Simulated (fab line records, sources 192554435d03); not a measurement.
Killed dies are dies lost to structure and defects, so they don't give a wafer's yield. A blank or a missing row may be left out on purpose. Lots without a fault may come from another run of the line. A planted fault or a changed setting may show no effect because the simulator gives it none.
Split-lot experiment | flow n5_finfet | 7 lots, 21 wafers read, on a route of 1938 steps

THE SPLIT
At N5_BEOL_M10_TRENCH_ETCH_37 (etches SiCOH lowk in C4F6/O2, target depth 148.83 nm, time 48 s), the setting time_s was moved away from the recipe's 48 s on 9 of the 21 wafers read, by -21.2% to +17.7%. The other wafers ran this setting at the recipe's value.

FROM THE SPLIT TO THE READING: what the file shows between them, 2 steps
- N5_BEOL_M10_ETCH_41: etches SiCN in CH3F/O2, target depth 42.6 nm, time 86 s
- N5_BEOL_M10_STRIP_77: strips in N2/H2, time 10 s

THE READING
trench_depth_nm, in nm, at N5_BEOL_M10_OCD_MEAS_38. Fault-free wafers of this fab line usually give 149.0 nm, standard deviation 2.9 nm.

wafer  | tool, chamber at the split | time_s as run, s | against the recipe | trench_depth_nm, nm | against lot-mates on the recipe
L075.2 | rie_diel-03, 1             | 48               | recipe             | 153.2               | -
L075.5 | rie_diel-03, 2             | 51.3             | +6.9%              | 160.4               | +7.2
L075.6 | rie_diel-03, 3             | 51.3             | +6.9%              | 154.3               | +1.1
L076.2 | rie_diel-03, 0             | 48               | recipe             | 145.4               | -
L076.5 | rie_diel-03, 3             | 48               | recipe             | 144.0               | -
L076.6 | rie_diel-03, 0             | 48               | recipe             | 144.3               | -
L078.1 | rie_diel-03, 0             | 48               | recipe             | 146.3               | -
L078.3 | rie_diel-03, 3             | 41.9             | -12.7%             | 126.3               | -20.0
L078.6 | rie_diel-03, 0             | 41.9             | -12.7%             | 126.7               | -19.6
L081.1 | rie_diel-03, 0             | 48               | recipe             | 147.1               | -
L081.4 | rie_diel-03, 3             | 48               | recipe             | 144.1               | -
L081.6 | rie_diel-03, 0             | 48               | recipe             | 145.3               | -
L085.1 | rie_diel-04, 3             | 48               | recipe             | 147.7               | -
L085.3 | rie_diel-04, 0             | 56.5             | +17.7%             | 175.3               | +27.6
L085.6 | rie_diel-04, 0             | 56.5             | +17.7%             | 175.3               | +27.6
L096.1 | rie_diel-01, 0             | 37.83            | -21.2%             | 118.3               | -34.0
L096.3 | rie_diel-01, 2             | 48               | recipe             | 151.3               | -
L096.4 | rie_diel-01, 1             | 48               | recipe             | 153.2               | -
L097.2 | rie_diel-01, 3             | 48               | recipe             | 150.8               | -
L097.3 | rie_diel-01, 1             | 43.44            | -9.5%              | 137.2               | -13.6
L097.6 | rie_diel-01, 1             | 43.44            | -9.5%              | 137.0               | -13.8

THE FIT
A straight line over all 21 wafers: trench_depth_nm changes by +1.48 nm for each +1% of time_s; r = +0.97; the points scatter about the line by 3.2 nm.
The same after taking each lot's own level away (the mean of its wafers on the recipe; 21 wafers): +1.5 nm for each +1%; r = +0.99; scatter 2.3 nm.
On that fit, the largest move of time_s shifts the reading by 32 nm.
The lots' own levels span 144.57 to 153.20 nm, that is 3.0 times the standard deviation above.
So the lot-to-lot level changes the slope little: the two slopes agree.
Check: with one of the wafers moved furthest among these (-21.2%) left out of the fit, the line predicts -31.7 nm for it against its lot-mates. It came out at -34 nm against them.

OTHER SPLITS ON THESE WAFERS
These wafers also went through other splits before the reading. Each is held against what the fit with the lots' levels taken away leaves over:
other split on the same wafers    | wafers away from the commonest value | r with trench_depth_nm (lot level and that fit taken away)
N5_BEOL_M6_ALD_77 ald_cycles      | 9                                    | -0.14
N5_BEOL_M8_ILD_DEP_00 time_s      | 7                                    | +0.07
N5_BEOL_M8_HM_DEP_02 target_thk_a | 6                                    | -0.16
N5_BEOL_M8_DEP_56 time_s          | 4                                    | +0.60
N5_BEOL_M9_CMP_52 down_force_psi  | 9                                    | -0.58

THE WHOLE CHAIN: every reading that the file lists as answering this split, in the file's order
step                       | what it does                                                    | reading                                                                           | change (the file's fit)                | r (the file's)
N5_BEOL_M10_TRENCH_ETCH_37 | etches SiCOH lowk in C4F6/O2, target depth 148.83 nm, time 48 s | BEOL_M10.feature_depth_nm (the simulator's own value, which no gauge read)        | +1.52 nm for each +1% of the setting   | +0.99
N5_BEOL_M10_TRENCH_ETCH_37 | etches SiCOH lowk in C4F6/O2, target depth 148.83 nm, time 48 s | etch.depth_nm (the simulator's own value, which no gauge read)                    | +1.52 nm for each +1% of the setting   | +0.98
N5_BEOL_M10_TRENCH_ETCH_37 | etches SiCOH lowk in C4F6/O2, target depth 148.83 nm, time 48 s | TiN_of_BEOL_M10_HM_DEP_02.thk_nm (the simulator's own value, which no gauge read) | -0.0421 nm for each +1% of the setting | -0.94
N5_BEOL_M10_OCD_MEAS_38    |                                                                 | trench_depth_nm                                                                   | +1.53 nm for each +1% of the setting   | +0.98

THE FILE'S OWN FIT
trench_depth_nm changes by +1.53 nm for each +1% of time_s, r = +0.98.
